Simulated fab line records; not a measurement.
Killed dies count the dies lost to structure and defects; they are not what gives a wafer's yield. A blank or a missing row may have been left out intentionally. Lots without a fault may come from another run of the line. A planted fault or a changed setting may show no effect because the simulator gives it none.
Comparing a struck lot with a sound one + flow n5_finfet + 41 out of 1938 route steps
Sound: the wafers L302.3, L302.5, L302.6. Struck: wafer L306.1 (L306.2, L306.4, from the same lot, were not struck and are left out); the cause is given at the end.
For every step that has rows: the tool of each side, followed by ch and its chambers, followed by its first start. Under that, the readings that differ: sound wafers + struck wafers + difference of the means + sigmas: that difference in standard deviations of wafers without a fault.
alike: words and numbers the same on both sides, and readings whose means are apart by under 2 such deviations; not compared: readings that were withheld, readings missing a value for some wafer, numbers with overlapping values and no deviation given by the record, and bounds like >300 which may hide the same value.
A row with sigmas, a row that says differs or no value, or rows on one side alone: a step with any of these is where the two part. Non-overlapping numbers with no deviation appear without sigmas and do not part them. A reading that every wafer of one side lacks parts them only if that side has two wafers or more.

first, 4 steps without rows for these wafers: N5_BEOL_M1_SPUTTER_48 (material Cu, target thk 4.5 nm, time 8.29 s); N5_BEOL_M1_ANNEAL_49 (time 240 s); N5_BEOL_M1_SPUTTER_79 (material Cu, target thk 4.5 nm, time 8.29 s); N5_BEOL_M1_ANNEAL_80 (time 240 s).
N5_BEOL_M1_SPUTTER_81: material Cu, target thk 4.5 nm, time 8.29 s.
  sound on pvd_sputter-03 at day 6 23:20; struck on pvd_sputter-03 at day 8 17:46
  alike: chuck_sensor_temp_C, throttle_valve_pct
then, 1 step without rows for these wafers: N5_BEOL_M1_ANNEAL_82 (time 240 s).
N5_BEOL_M1_SPUTTER_86: material Cu, target thk 4.5 nm, time 8.29 s.
  sound on pvd_sputter-03 at day 6 23:33; struck on pvd_sputter-03 at day 8 17:59
  alike: chuck_sensor_temp_C, throttle_valve_pct
then, 2 steps without rows for these wafers: N5_BEOL_M1_ANNEAL_87 (time 240 s); N5_BEOL_M1_SPUTTER_88 (material Cu, target thk 4.5 nm, time 8.29 s).
N5_BEOL_M1_ANNEAL_89: time 240 s.
  sound on pvd_sputter-03 at day 6 23:51; struck on pvd_sputter-03 at day 8 18:17
  alike: heater_power_w
N5_BEOL_M1_SPUTTER_90: material Cu, target thk 4.5 nm, time 8.29 s.
  sound on pvd_sputter-03 at day 6 23:59; struck on pvd_sputter-03 at day 8 18:25
  alike: chuck_sensor_temp_C, throttle_valve_pct
then, 1 step without rows for these wafers: N5_BEOL_M1_ANNEAL_91 (time 240 s).
N5_BEOL_M1_SPUTTER_92: material Cu, target thk 4.5 nm, time 8.29 s.
  sound on pvd_sputter-03 at day 7 00:13; struck on pvd_sputter-03 at day 8 18:38
  alike: chuck_sensor_temp_C, throttle_valve_pct
then, 5 steps without rows for these wafers: N5_BEOL_M1_ANNEAL_93 (time 240 s); N5_BEOL_M1_SPUTTER_94 (material Cu, target thk 4.5 nm, time 8.29 s); N5_BEOL_M1_ANNEAL_95 (time 240 s); N5_BEOL_M1_SPUTTER_96 (material Cu, target thk 4.5 nm, time 8.29 s); N5_BEOL_M1_ECD_50 (material Cu, target thk 300 nm).
N5_BEOL_M1_ANNEAL_51: time 90 s.
  sound on rtp_anneal-01 ch 0, day 7 00:56; struck on rtp_anneal-02 ch 0, day 8 19:17
  alike: anneal_temp_c, wafer_temp_C_max
then, 5 steps without rows for these wafers: N5_BEOL_M1_CMP_52 (polishes, stops on SiOC, t overpolish 6.8 s, target thk 40 nm); N5_BEOL_M1_PRE_CLEAN_60 (time 15 s); N5_BEOL_M1_CO_CAP_55 (material Co, precursor CCTBA/H2, target thk 2 nm, time 102.1 s); N5_BEOL_M1_PRE_CLEAN_56 (time 15 s); N5_BEOL_M1_DEP_57 (deposits SiCN from 3MS/NH3, target thk 8 nm, time 14 s).
N5_BEOL_M1_RS_MEAS_58: measures by four-point-probe.
  sound on film_metro-01 at day 7 01:42; struck on film_metro-01 at day 8 20:09
  alike: M1_RS
then, 1 step without rows for these wafers: N5_BEOL_M2_ILD_DEP_00 (deposits SiOC from DEMS/O2, target thk 79 nm, time 15.3 s).
N5_BEOL_M2_THK_MEAS_01:
  sound on film_metro-02 at day 7 01:51; struck on film_metro-02 at day 8 20:17
  alike: M2_ILD_THK
then, 11 steps without rows for these wafers: N5_BEOL_M2_PECVD_72 (deposits SiO2 from TEOS/O2, target thk 16 nm, time 18 s); N5_BEOL_M2_HM_DEP_02 (deposits TiN, target thk 20 nm); N5_BEOL_M2_COAT_61 (time 60 s, resist thk 60 nm); N5_BEOL_M2_COAT_62 (time 60 s, resist thk 12 nm); N5_BEOL_M2_COAT_73 (time 60 s, resist thk 5 nm); N5_BEOL_M2_COAT_05 (resist thk 30 nm); N5_BEOL_M2_EBR_07; N5_BEOL_M2_SOFTBAKE_06 (time 60 s); N5_BEOL_M2_EXPOSE_08 (exposes mask M2); N5_BEOL_M2_PEB_09 (peb time 60 s); N5_BEOL_M2_DEVELOP_10 (develop time 30 s).
N5_BEOL_M2_CD_MEAS_11: target cd 16.79 nm.
  sound on cd_sem-01 ch 0, day 7 22:10; struck on cd_sem-01 ch 0, day 9 20:06
  alike: cd_nm
N5_BEOL_M2_OVL_MEAS_12:
  sound on overlay-02 ch 0, day 7 22:13; struck on overlay-02 ch 0, day 9 20:08
  alike: M2_OVL
-- here the record skips 6 days between the struck wafers' starts before and after, leaving off in module BEOL_M2 and picking up in module PASSIVATION (first step shown: number 1936 of the route) --
N5_PASSIVATION_PROBE_49:
  record: rows for the struck wafers here (prober-02, day 16 04:46), none for the sound ones

## WHERE THEY PART
Within this record, at N5_PASSIVATION_PROBE_49 only.

WHY: whatever the simulator had introduced
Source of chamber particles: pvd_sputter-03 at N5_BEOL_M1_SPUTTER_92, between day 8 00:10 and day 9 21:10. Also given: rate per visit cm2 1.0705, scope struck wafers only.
